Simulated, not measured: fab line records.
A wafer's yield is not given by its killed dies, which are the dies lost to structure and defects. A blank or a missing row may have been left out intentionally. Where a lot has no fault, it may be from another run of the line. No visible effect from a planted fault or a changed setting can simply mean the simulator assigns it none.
fab line records	flow n5Finfet
record lots=7	wafers=18	lastDay=18
route steps=1938 shown SD_EPI_N@289 SD_EPI_P@295 PASSIVATION@1936
lots untouched by any fault: they come from a run of this same line in which no faults occurred
startH: hours from the record's opening day to when the first of the lot's shown wafers began	waitH: hours since the lot's step before	" repeats the value in the row above	L1.1+2: a row that stands for several wafers	- either no value or no given start	* or withheld: withheld	< > ~ a bound
route shown NAME@n: names a module that has steps shown in the file, with the first one's number in the route	usual: mean/standard deviation of fault-free wafers	same: alike in all rows	chamber/n: place in a boat	sites: the reading at each site	_std_site: the standard deviation of these	_edge_site: mean of outer sites minus mean of inner sites	radiusMm: for every site, how far away it sits from the centre of the wafer	mask NAME#n: copy n	behind: the most recent tool/chamber to have shaped the wafer	hold: the reason the lot was held/the length of the hold in hours/how it ended	device: whichever transistor did not switch (one of n, p or np)	end of line: tests of these same wafers at the route's end	where a step has no rows: the recipe by itself	killed: the dies lost at the first sort to structure and to defects; this is not the yield of the wafer	map: dies across one wafer; x = killed, . = not, _ = none there
set.NAME: the setting as run; set.NAME@STEP: as run at that earlier step	model.NAME: the simulator's own value behind a step, which no gauge read
a table for each step, a row for each wafer; lots at some steps of the route
services: a tool's chamber out of use, with start hour (startH, from the record's first day; less than 0 if before it), hours out, and reason
## steps
# step N5_SD_EPI_N_EPI_MEAS_23
# recipe mode=xrd
# usual thkNm=58.9/1.3
lot.wafer	tool	chamber	startH	waitH	thkNm
L895.2	filmMetro-02	-	59.84	2.0	58.5
L895.4	"	-	"	"	59.6
L895.5	"	-	"	"	58.7
L896.1	filmMetro-01	-	64.78	1.4	61.5
L896.4	"	-	"	"	62.0
L896.6	"	-	"	"	61.0
L902.2	filmMetro-01	-	102.74	1.5	58.5
L902.3	"	-	"	"	60.1
L902.5	"	-	"	"	60.4
L906.1	filmMetro-02	-	127.73	1.4	60.4
L906.3	"	-	"	"	57.2
L907.1	filmMetro-01	-	130.62	1.4	58.1
L907.6	"	-	"	"	58.4
L909.3	filmMetro-02	-	141.32	1.2	60.4
L909.6	"	-	"	"	58.6
L916.2	filmMetro-02	-	189.01	1.2	58.6
L916.5	"	-	"	"	58.9
L916.6	"	-	"	"	59.2
# step N5_SD_EPI_N_PRECLEAN_24
# recipe chemistry=O3/DIW	timeS=60	tempC=22	o3Ppm=10
# step N5_SD_EPI_N_SRD_25
# recipe timeS=30	tempC=23	rinseLiquid=diw	dry=ipaMarangoni
# step N5_SD_EPI_N_PRECLEAN_49
# recipe chemistry=NF3:NH3	afsCycles=1	tempC=30	timeS=20	sublimationTempC=180	sublimationTimeS=60	pressureTorr=3	rfPowerW=30
# step N5_SD_EPI_N_LINER_46
# recipe material=SiNx	targetThkA=30	tempC=400	aldPrecursorFamily=SiH2I2	aldCoReactant=N2/H2-plasma	pressureTorr=2
# usual heaterPowerW=826/62
lot.wafer	tool	chamber	startH	waitH	heaterPowerW
L895.2	aldSin-01	1	60.26	0.3	791
L895.4	"	3	"	"	841
L895.5	"	0	"	"	784
L896.1	aldSin-03	2	65.09	0.2	906
L896.4	"	1	"	"	890
L896.6	"	2	"	"	935
L902.2	aldSin-01	1	103.05	0.1	785
L902.3	"	0	"	"	768
L902.5	"	2	"	"	857
L906.1	aldSin-03	2	128.04	0.2	952
L906.3	"	1	"	"	883
L907.1	aldSin-03	0	130.92	0.2	722
L907.6	"	2	"	"	955
L909.3	aldSin-01	0	141.62	0.1	772
L909.6	"	2	"	"	847
L916.2	aldSin-03	3	190.45	1.3	907
L916.5	"	0	"	"	742
L916.6	"	1	"	"	858
# step N5_SD_EPI_N_INSPECT_26
# recipe inspectInstrument=darkfield	mode=postEpi
# usual rawDefectCount=189/33
lot.wafer	tool	chamber	startH	waitH	rawDefectCount
L895.2	defectInspect-01	-	60.51	0.1	195
L895.4	"	-	"	"	184
L895.5	"	-	"	"	205
L896.1	defectInspect-01	-	65.34	0.1	171
L896.4	"	-	"	"	204
L896.6	"	-	"	"	266
L902.2	defectInspect-02	-	103.30	0.1	176
L902.3	"	-	"	"	237
L902.5	"	-	"	"	163
L906.1	defectInspect-02	-	128.29	0.1	213
L906.3	"	-	"	"	184
L907.1	defectInspect-01	-	131.17	0.1	163
L907.6	"	-	"	"	231
L909.3	defectInspect-02	-	141.87	0.1	214
L909.6	"	-	"	"	256
L916.2	defectInspect-02	-	190.70	0.1	152
L916.5	"	-	"	"	169
L916.6	"	-	"	"	140
# step N5_SD_EPI_P_COAT_34
# recipe resist=SOC	tempC=250	timeS=60	spinRpm=1500	resistThkNm=350
# step N5_SD_EPI_P_COAT_35
# recipe resist=SiARC	tempC=220	timeS=60	spinRpm=1500	resistThkNm=35
# step N5_SD_EPI_P_COAT_03
# recipe resist=CAR-ArF-block	spinRpm=1500	resistThkNm=150
# step N5_SD_EPI_P_EBR_05
# recipe solvent=PGMEA	ebrWidthMm=1.5
# step N5_SD_EPI_P_SOFTBAKE_04
# recipe tempC=110	timeS=60	resist=CAR-ArF-block
# step N5_SD_EPI_P_EXPOSE_06
# recipe maskId=SD_P_BLK	na=1.35	sourceShape=conventional	sigmaOuter=0.8	polarization=unpolarized	targetCdNm=240	doseMj=39.5
# step N5_SD_EPI_P_PEB_07
# recipe pebTempC=110	pebTimeS=60	resist=CAR-ArF-block
# usual heaterPowerTotalW=175.4/1.6
lot.wafer	tool	chamber	startH	waitH	heaterPowerTotalW
L895.2	lithoTrack-04	0	60.85	0.0	176.0
L895.4	"	0	"	"	173.3
L895.5	"	0	"	"	173.8
L896.1	lithoTrack-02	0	65.67	0.1	174.0
L896.4	"	0	"	"	175.1
L896.6	"	0	"	"	176.6
L902.2	lithoTrack-02	0	103.51	0.0	176.0
L902.3	"	0	"	"	174.1
L902.5	"	0	"	"	176.2
L906.1	lithoTrack-02	0	128.50	0.1	175.5
L906.3	"	0	"	"	246.2
L907.1	lithoTrack-02	0	131.50	0.1	173.0
L907.6	"	0	"	"	246.2
L909.3	lithoTrack-02	0	142.20	0.0	241.0
L909.6	"	0	"	"	239.1
L916.2	lithoTrack-04	0	191.03	0.0	174.9
L916.5	"	0	"	"	176.3
L916.6	"	0	"	"	174.0
# step N5_SD_EPI_P_DEVELOP_08
# recipe developTimeS=30	developer=TMAH	resist=CAR-ArF-block	devTempC=23	rinseLiquid=diw	dry=airSpin
# step N5_SD_EPI_P_CD_MEAS_09
# recipe targetCdNm=240	landingEnergyEv=500	detector=seInlens
# usual cdNm=240.9/0.72
lot.wafer	tool	chamber	startH	waitH	cdNm
L895.2	cdSem-01	0	60.91	-	242.0
L895.4	"	0	"	"	241.8
L895.5	"	0	"	"	240.5
L896.1	cdSem-01	0	65.75	-	241.4
L896.4	"	0	"	"	240.5
L896.6	"	0	"	"	241.3
L902.2	cdSem-03	0	103.57	-	241.1
L902.3	"	0	"	"	240.9
L902.5	"	0	"	"	241.4
L906.1	cdSem-01	0	128.56	-	241.0
L906.3	"	0	"	"	220.8
L907.1	cdSem-03	0	131.57	-	241.2
L907.6	"	0	"	"	220.5
L909.3	cdSem-03	0	142.27	-	220.4
L909.6	"	0	"	"	220.9
L916.2	cdSem-01	0	191.10	-	241.8
L916.5	"	0	"	"	241.9
L916.6	"	0	"	"	241.8
# step N5_SD_EPI_P_OVL_MEAS_10
# recipe pointsPerWafer=44
# usual SD_P_BLK_OVL=0.0/0.76
lot.wafer	tool	chamber	startH	waitH	SD_P_BLK_OVL[nm]
L895.2	overlay-01	0	60.94	0.0	0.0
L895.4	"	0	"	"	0.2
L895.5	"	0	"	"	0.0
L896.1	overlay-01	0	65.78	0.0	-0.8
L896.4	"	0	"	"	-1.7
L896.6	"	0	"	"	-1.6
L902.2	overlay-01	0	103.60	0.0	-0.2
L902.3	"	0	"	"	-0.3
L902.5	"	0	"	"	0.0
L906.1	overlay-02	0	128.59	0.0	-0.6
L906.3	"	0	"	"	-0.2
L907.1	overlay-01	0	131.60	0.0	-0.9
L907.6	"	0	"	"	0.8
L909.3	overlay-02	0	142.30	0.0	-0.4
L909.6	"	0	"	"	1.0
L916.2	overlay-02	0	191.13	0.0	0.1
L916.5	"	0	"	"	0.1
L916.6	"	0	"	"	1.0
# step N5_SD_EPI_P_INSPECT_11
# recipe mode=adi	inspectInstrument=macro
# usual rawDefectCount=2.0/1.4
lot.wafer	tool	chamber	startH	waitH	rawDefectCount
L895.2	defectInspect-02	-	60.97	0.0	1
L895.4	"	-	"	"	0
L895.5	"	-	"	"	2
L896.1	defectInspect-01	-	65.80	0.0	1
L896.4	"	-	"	"	0
L896.6	"	-	"	"	1
L902.2	defectInspect-01	-	103.63	0.0	5
L902.3	"	-	"	"	0
L902.5	"	-	"	"	5
L906.1	defectInspect-02	-	128.62	0.0	3
L906.3	"	-	"	"	1
L907.1	defectInspect-01	-	131.62	0.0	3
L907.6	"	-	"	"	1
L909.3	defectInspect-01	-	142.32	0.0	2
L909.6	"	-	"	"	4
L916.2	defectInspect-02	-	191.15	0.0	5
L916.5	"	-	"	"	1
L916.6	"	-	"	"	1
# step N5_SD_EPI_P_DESCUM_14
# recipe chemistry=O2	timeS=7.9	sourcePowerW=50	biasPowerW=20	pressureMtorr=20	rfFrequencyHz=2.712e+07	tempC=40	resist=CAR-ArF-block	o2FlowSccm=225
# usual drypumpMotorCurrentA=5.8/0.6	oesProductAu=0.82/0.083	rfVppV=243.0/1.2	showerheadPlenumPTorr=2.08/0.06	tempC=39.99/0.11	throttleValvePct=20.41/0.21
lot.wafer	tool	chamber	startH	waitH	drypumpMotorCurrentA	oesProductAu	rfHoursCounterH	rfVppV	showerheadPlenumPTorr	tempC	throttleValvePct	model.SD_EPI_P.cdNm
L895.2	rieDiel-02	1	61.00	0.0	6.4	0.76	124	245.8	2.18	39.90	20.01	242
L895.4	"	3	"	"	6.8	0.84	61	241.5	2.04	39.97	20.75	241.4
L895.5	"	0	"	"	5.4	0.93	-	243.3	2.14	40.11	20.16	240.8
L896.1	rieDiel-04	2	66.15	0.4	5.2	0.72	161	241.6	2.01	40.05	20.42	241.2
L896.4	"	1	"	"	5.1	0.96	-	243.7	2.15	40.08	20.42	240.8
L896.6	"	2	"	"	5.2	0.73	-	241.2	2.01	40.01	20.41	241.2
L902.2	rieDiel-04	0	103.66	0.0	6.0	0.98	7	241.9	2.06	39.91	20.21	241
L902.3	"	1	"	"	5.1	0.92	16	243.5	2.14	39.84	20.46	240.8
L902.5	"	2	"	"	5.2	0.72	-	241.8	2.00	39.97	20.44	241.6
L906.1	rieDiel-04	0	129.00	0.4	6.0	0.96	15	241.8	2.05	40.09	20.23	241
L906.3	"	1	"	"	5.1	0.91	23	245.4	2.14	40.13	20.46	220.6
L907.1	rieDiel-02	1	131.92	0.3	6.4	0.75	147	244.2	2.17	40.09	20.03	241.4
L907.6	"	2	"	"	6.5	0.82	-	241.7	2.04	39.87	20.33	220.4
L909.3	rieDiel-02	1	142.89	0.6	6.4	0.75	149	246.0	2.17	40.12	20.03	220.8
L909.6	"	2	"	"	6.5	0.82	-	242.5	2.04	39.88	20.33	220.8
L916.2	rieDiel-02	1	191.49	0.3	6.4	0.74	165	244.8	2.17	39.83	20.06	241.8
L916.5	"	1	"	"	6.4	0.73	-	244.6	2.17	39.93	20.06	242
L916.6	"	3	"	"	6.8	0.80	-	242.8	2.03	39.91	20.81	242.2
# step N5_SD_EPI_P_ETCH_36
# recipe chemistry=CF4	target=SiARC	targetDepthA=455	maskMaterial=CAR-ArF-block	timeS=75.8	ionEnergyEv=80	pressureMtorr=40	sourceW=545	biasW=36	Ar_flow_sccm=100	cf4FlowSccm=100	ends=cleared
# usual drypumpMotorCurrentA=5.8/0.59	etchRfOnTimeS=75.6/2.2	oesProductAu=0.70/0.072	rfVppV=183.9/1.1	showerheadPlenumPTorr=2.13/0.057	throttleValvePct=15.58/0.2
lot.wafer	tool	chamber	startH	waitH	drypumpMotorCurrentA	etchRfOnTimeS	oesProductAu	rfHoursCounterH	rfVppV	showerheadPlenumPTorr	throttleValvePct
L895.2	rieDiel-02	1	61.04	0.0	6.4	73.2	0.68	124	186.7	2.23	15.29
L895.4	"	3	"	"	6.8	74.6	0.73	61	183.7	2.09	15.82
L895.5	"	0	"	"	5.4	76.2	0.80	-	183.3	2.17	15.24
L896.1	rieDiel-04	2	66.20	0.0	5.2	78.2	0.61	161	182.7	2.05	15.63
L896.4	"	1	"	"	5.1	72.3	0.83	-	184.6	2.17	15.49
L896.6	"	2	"	"	5.2	77.0	0.63	-	183.1	2.05	15.61
L902.2	rieDiel-04	0	103.70	0.0	6.0	73.1	0.84	7	183.3	2.12	15.46
L902.3	"	1	"	"	5.2	71.7	0.80	16	184.2	2.17	15.51
L902.5	"	2	"	"	5.2	76.7	0.62	-	182.4	2.04	15.63
L906.1	rieDiel-04	0	129.03	0.0	6.0	75.4	0.82	15	183.4	2.12	15.49
L906.3	"	1	"	"	5.1	72.6	0.79	23	185.4	2.17	15.53
L907.1	rieDiel-02	1	131.95	0.0	6.4	73.1	0.66	147	184.5	2.22	15.31
L907.6	"	2	"	"	6.5	78.3	0.70	-	183.6	2.09	15.38
L909.3	rieDiel-02	1	142.92	0.0	6.4	74.4	0.65	149	185.1	2.22	15.33
L909.6	"	2	"	"	6.5	79.2	0.69	-	182.9	2.09	15.39
L916.2	rieDiel-02	1	191.52	0.0	6.4	74.1	0.64	165	185.8	2.22	15.36
L916.5	"	1	"	"	6.4	73.9	0.64	-	183.1	2.22	15.35
L916.6	"	3	"	"	6.8	75.4	0.69	-	183.6	2.08	15.90
# step N5_SD_EPI_P_ETCH_37
# recipe chemistry=N2/H2	target=SOC	overetchA=1080	maskMaterial=SiARC	tempC=40	ionEnergyEv=100	sourceW=3000	biasW=133	pressureMtorr=20	timeS=486	n2FlowSccm=200	h2FlowSccm=200	ends=endPoint
# step N5_SD_EPI_P_STRIP_38
# recipe chemistry=N2/H2	tempC=40	n2FlowSccm=200	h2FlowSccm=200	rfFrequencyHz=6e+07
# step N5_SD_EPI_P_ETCHBACK_46
# recipe chemistry=CH3F/O2	mode=anisotropicEtchback	target=SiNx	targetDepthA=175	stopOn=SiO2	overEtchFrac=0.3	ionEnergyEv=120	pressureMtorr=30	sourceW=395	biasW=73	Ar_flow_sccm=150	CH3F_flow_sccm=30	O2_flow_sccm=20
# usual drypumpMotorCurrentA=5.8/0.6	oesProductAu=0.70/0.067	rfVppV=298/5.5	showerheadPlenumPTorr=1.99/0.055	throttleValvePct=16.31/0.2
# same overEtchFrac=0.3
lot.wafer	tool	chamber	startH	waitH	drypumpMotorCurrentA	oesProductAu	rfHoursCounterH	rfVppV	showerheadPlenumPTorr	throttleValvePct
L895.2	rieDiel-02	1	61.42	0.0	6.4	0.66	125	302	2.08	15.96
L895.4	"	3	"	"	6.8	0.72	61	302	1.95	16.60
L895.5	"	0	"	"	5.4	0.81	-	303	2.03	15.97
L896.1	rieDiel-04	2	66.78	0.0	5.2	0.63	162	296	1.91	16.35
L896.4	"	1	"	"	5.1	0.82	-	299	2.03	16.25
L896.6	"	2	"	"	5.2	0.63	-	296	1.91	16.37
L902.2	rieDiel-04	0	104.08	0.0	6.0	0.84	8	301	1.98	16.18
L902.3	"	1	"	"	5.1	0.78	16	300	2.03	16.27
L902.5	"	2	"	"	5.2	0.63	-	297	1.91	16.37
L906.1	rieDiel-04	0	129.41	0.0	6.0	0.82	15	301	1.97	16.19
L906.3	"	1	"	"	5.1	0.76	23	298	2.03	16.28
L907.1	rieDiel-02	1	132.33	0.0	6.4	0.65	148	303	2.07	16.01
L907.6	"	2	"	"	6.5	0.70	-	289	1.96	16.19
L909.3	rieDiel-02	1	143.30	0.0	6.4	0.65	150	303	2.07	16.01
L909.6	"	2	"	"	6.5	0.70	-	289	1.96	16.21
L916.2	rieDiel-02	1	191.90	0.0	6.4	0.63	165	303	2.07	16.02
L916.5	"	1	"	"	6.4	0.63	-	303	2.07	16.05
L916.6	"	3	"	"	6.8	0.69	-	303	1.94	16.68
# step N5_SD_EPI_P_ETCH_47
# recipe chemistry=CH3F/O2	target=SiOCN	targetDepthA=250	maskMaterial=SOC	ionEnergyEv=60	biasW=29	pressureMtorr=30	sourceW=410	Ar_flow_sccm=150	CH3F_flow_sccm=30	O2_flow_sccm=20
# usual drypumpMotorCurrentA=5.8/0.6	oesProductAu=0.82/0.086	rfVppV=127.6/2.4	showerheadPlenumPTorr=1.99/0.055	throttleValvePct=16.29/0.2
lot.wafer	tool	chamber	startH	waitH	drypumpMotorCurrentA	oesProductAu	rfHoursCounterH	rfVppV	showerheadPlenumPTorr	throttleValvePct
L895.2	rieDiel-02	1	61.52	0.1	6.4	0.78	125	128.5	2.08	15.93
L895.4	"	3	"	"	6.8	0.85	61	128.7	1.95	16.57
L895.5	"	0	"	"	5.4	0.94	-	130.3	2.03	15.94
L896.1	rieDiel-04	2	66.93	0.1	5.2	0.73	162	126.3	1.91	16.33
L896.4	"	1	"	"	5.1	0.97	-	128.7	2.03	16.23
L896.6	"	2	"	"	5.2	0.73	-	126.9	1.91	16.33
L902.2	rieDiel-04	0	104.18	0.1	6.0	0.99	8	129.7	1.98	16.15
L902.3	"	1	"	"	5.1	0.94	16	128.0	2.03	16.23
L902.5	"	2	"	"	5.2	0.72	-	127.9	1.91	16.35
L906.1	rieDiel-04	0	129.51	0.1	6.0	0.97	15	131.2	1.97	16.18
L906.3	"	1	"	"	5.1	0.92	23	129.0	2.03	16.25
L907.1	rieDiel-02	1	132.43	0.1	6.4	0.77	148	131.5	2.07	15.99
L907.6	"	2	"	"	6.5	0.81	-	123.6	1.96	16.16
L909.3	rieDiel-02	1	143.40	0.1	6.4	0.76	150	129.3	2.07	15.98
L909.6	"	2	"	"	6.5	0.82	-	122.2	1.96	16.17
L916.2	rieDiel-02	1	192.00	0.1	6.4	0.74	165	130.2	2.07	16.02
L916.5	"	1	"	"	6.4	0.74	-	130.2	2.07	16.02
L916.6	"	3	"	"	6.8	0.81	-	129.9	1.94	16.64
# step N5_SD_EPI_P_ETCH_16
# recipe chemistry=CHF3/O2	target=SiO2	targetDepthA=50	maskMaterial=SOC	pressureMtorr=30	sourceW=650	biasW=170	Ar_flow_sccm=200	CHF3_flow_sccm=50	O2_flow_sccm=5	ionEnergyEv=200
# usual drypumpMotorCurrentA=5.8/0.59	oesProductAu=0.82/0.086	rfVppV=524/9.7	showerheadPlenumPTorr=2.39/0.064	throttleValvePct=18.86/0.2
lot.wafer	tool	chamber	startH	waitH	drypumpMotorCurrentA	oesProductAu	rfHoursCounterH	rfVppV	showerheadPlenumPTorr	throttleValvePct
L895.2	rieDiel-02	1	61.62	0.1	6.4	0.78	125	531	2.50	18.47
L895.4	"	3	"	"	6.8	0.84	61	532	2.35	19.19
L895.5	"	0	"	"	5.4	0.95	-	532	2.44	18.55
L896.1	rieDiel-04	2	67.08	0.1	5.2	0.73	162	522	2.30	18.87
L896.4	"	1	"	"	5.1	0.96	-	525	2.45	18.84
L896.6	"	2	"	"	5.2	0.72	-	522	2.30	18.86
L902.2	rieDiel-04	0	104.28	0.1	6.0	0.99	8	535	2.38	18.75
L902.3	"	1	"	"	5.1	0.93	16	525	2.44	18.84
L902.5	"	2	"	"	5.2	0.72	-	521	2.30	18.87
L906.1	rieDiel-04	0	129.61	0.1	6.0	0.96	15	533	2.38	18.75
L906.3	"	1	"	"	5.1	0.92	23	525	2.44	18.87
L907.1	rieDiel-02	1	132.53	0.1	6.4	0.76	148	531	2.49	18.50
L907.6	"	2	"	"	6.5	0.82	-	508	2.36	18.75
L909.3	rieDiel-02	1	143.50	0.1	6.4	0.75	150	533	2.49	18.51
L909.6	"	2	"	"	6.6	0.81	-	507	2.36	18.76
L916.2	rieDiel-02	1	192.10	0.1	6.4	0.75	165	534	2.49	18.54
L916.5	"	1	"	"	6.4	0.75	-	531	2.49	18.55
L916.6	"	3	"	"	6.8	0.81	-	532	2.34	19.25
# step N5_SD_EPI_P_STRIP_50
# recipe chemistry=CHF3/O2	resist=SiARC	rfFrequencyHz=6e+07
# step N5_SD_EPI_P_SD_RECESS_17
# recipe chemistry=HBr/Cl2/O2	targetDepthA=391	btTimeS=3	pressureMtorr=10	icpW=800	biasW=112	HBr_flow_sccm=150	Cl2_flow_sccm=80	O2_flow_sccm=12
# usual drypumpMotorCurrentA=6.0/0.37	oesProductAu=0.994/0.011	throttleValvePct=36.91/0.27
lot.wafer	tool	chamber	startH	waitH	drypumpMotorCurrentA	oesProductAu	rfHoursCounterH	throttleValvePct	model.SD_EPI_P.cdNm
L895.2	rieSi-06	2	61.69	0.0	5.8	1.001	88	36.98	242
L895.4	"	3	"	"	6.3	0.992	76	36.89	241.6
L895.5	"	2	"	"	5.8	1.002	-	37.00	239.6
L896.1	rieSi-05	3	67.17	0.0	5.7	0.998	182	37.27	242
L896.4	"	1	"	"	6.7	0.974	175	37.24	242.6
L896.6	"	2	"	"	6.2	1.004	-	36.60	240.8
L902.2	rieSi-05	0	104.35	0.0	6.1	0.982	105	36.58	240.4
L902.3	"	2	"	"	6.2	1.011	23	36.59	242.2
L902.5	"	2	"	"	6.2	1.006	-	36.59	239.6
L906.1	rieSi-06	0	129.68	0.0	6.3	1.002	171	37.23	240.4
L906.3	"	2	"	"	5.8	1.001	90	36.97	221.2
L907.1	rieSi-06	3	132.60	0.0	6.3	0.994	77	36.88	241.2
L907.6	"	3	"	"	6.3	0.988	-	36.90	221.2
L909.3	rieSi-05	1	143.58	0.0	6.7	0.973	176	37.24	220
L909.6	"	3	"	"	5.7	1.003	-	37.26	221
L916.2	rieSi-03	2	192.17	0.0	5.7	0.973	6	36.46	241.2
L916.5	"	1	"	"	5.9	1.007	-	37.10	240.6
L916.6	"	0	"	"	6.1	0.972	-	36.52	243.4
# step N5_SD_EPI_P_WET_ETCH_45
# recipe chemistry=dHF	dilution=withheld	timeS=10.7	target=SiO2	targetDepthA=20	tempC=25	dry=ipaMarangoni	rinseTimeS=30	rinseTempC=23
# step N5_PASSIVATION_PROBE_49
# usual killed_at_M0_to_M3=33/11	killed_at_M4_up=14/5	killedAtContacts=11/7.3	killedAtFrontEnd=43/12	killedAtOther=4/3.1	killedDies=106/17	killedOpen=69/13	killedShort=34/8.7
# same grossDies=1180	killedAtBackSide=0
lot.wafer	tool	chamber	startH	waitH	killed_at_M0_to_M3	killed_at_M4_up	killedAtContacts	killedAtFrontEnd	killedAtOther	killedDies	killedOpen	killedShort
L907.6	prober-02	-	384.53	0.3	29	18	18	44	4	113	65	37
L909.3	prober-01	-	389.94	0.1	18	10	13	63	7	111	69	33
L909.6	prober-01	-	390.09	0.3	29	13	6	47	9	104	59	34
L906.3	prober-01	-	394.39	0.1	25	18	3	50	1	97	65	31
# killed by level:class
L907.6 MOL_CONTACT_COAG:geometricParticle:open=15 BEOL_M4:geometricParticle:open=9 BEOL_M2:geometricParticle:open=8 HKMG_FIN:areaEtch=8 STI_FIN_REVEAL:geometricParticle:open=6 BEOL_M0_SAQP:geometricParticle:open=6 FIN_SAQP:geometricParticle:short=5 BEOL_M0_SAQP:geometricParticle:short=5
L909.3 STI_FIN_REVEAL:geometricParticle:open=18 MOL_CONTACT_COAG:geometricParticle:open=13 FIN_SAQP:geometricParticle:short=13 FIN_SAQP:geometricParticle:open=10 DUMMY_GATE:geometricParticle:open=5 BEOL_M0_SAQP:geometricParticle:short=4 BEOL_M3:geometricParticle:open=4 BEOL_M3:geometricParticle:short=4
L909.6 STI_FIN_REVEAL:geometricParticle:open=13 FIN_SAQP:geometricParticle:open=12 FIN_SAQP:geometricParticle:short=9 BEOL_M2:geometricParticle:short=7 PASSIVATION:areaEtch=7 BEOL_M4:geometricParticle:open=6 BEOL_M0:geometricParticle:open=5 BEOL_M2:geometricParticle:open=5
L906.3 FIN_SAQP:geometricParticle:open=10 FIN_SAQP:geometricParticle:short=10 BEOL_M0_SAQP:geometricParticle:open=9 GATE_CUT:geometricParticle:short=8 BEOL_M4:geometricParticle:open=7 DUMMY_GATE:geometricParticle:open=6 BEOL_M5:geometricParticle:open=6 BEOL_M0_SAQP:geometricParticle:short=5
## services
tool	chamber	startH	hours	kind
rieDiel-04	0	51.30	-	clean
rieDiel-04	0	51.30	-	consumableReplace:esc
rieDiel-04	0	51.30	-	consumableReplace:focusRing
rieDiel-04	0	51.30	25.3	scheduledDown
rieDiel-04	0	51.30	25.3	ventCycle
rieSi-05	2	55.41	3.8	repair
rieDiel-04	3	65.13	6.8	repair
rieDiel-02	3	119.82	11.3	repair
rieDiel-02	-	136.73	2.7	repair
rieDiel-04	-	153.50	0.6	repair
rieDiel-02	2	188.45	8.4	repair
## key
firstSign step=N5_SD_EPI_P_PEB_07	reading=heaterPowerTotalW	direction=up	sigmas=42	usual=*	struck=*
effect step=N5_SD_EPI_P_CD_MEAS_09	reading=cdNm	direction=down	sigmas=28	usual=240.9	struck=220.7
modelEffect step=N5_SD_EPI_P_DESCUM_14	value=SD_EPI_P.cdNm	without=241.2	struck=220.7
modelEffect step=N5_SD_EPI_P_SD_RECESS_17	value=SD_EPI_P.cdNm	without=241.5	struck=220.9
metAt N5_SD_EPI_P_PEB_07
struckWafers L906.3,L907.6,L909.3,L909.6
testerLeftOut L906,L907,L909
onsetBetween 103.51 128.50
fault kind=processParameterDrift	tool=lithoTrack-02	chamber=-	onsetH=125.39	steps=N5_SD_EPI_P_PEB_07	channel=pebTimeS	offset=*	shape=step	endH=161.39	scope=struckWafersOnly	actsIn=*	stated=*
# testerLeftOut: of these lots the tester's yield and bins aren't shown, on N5 and GAA mostly nor the transistor test; their killed dies are dies lost to structure and defects alone, not to doping, threshold or leakage, so they don't give the yield
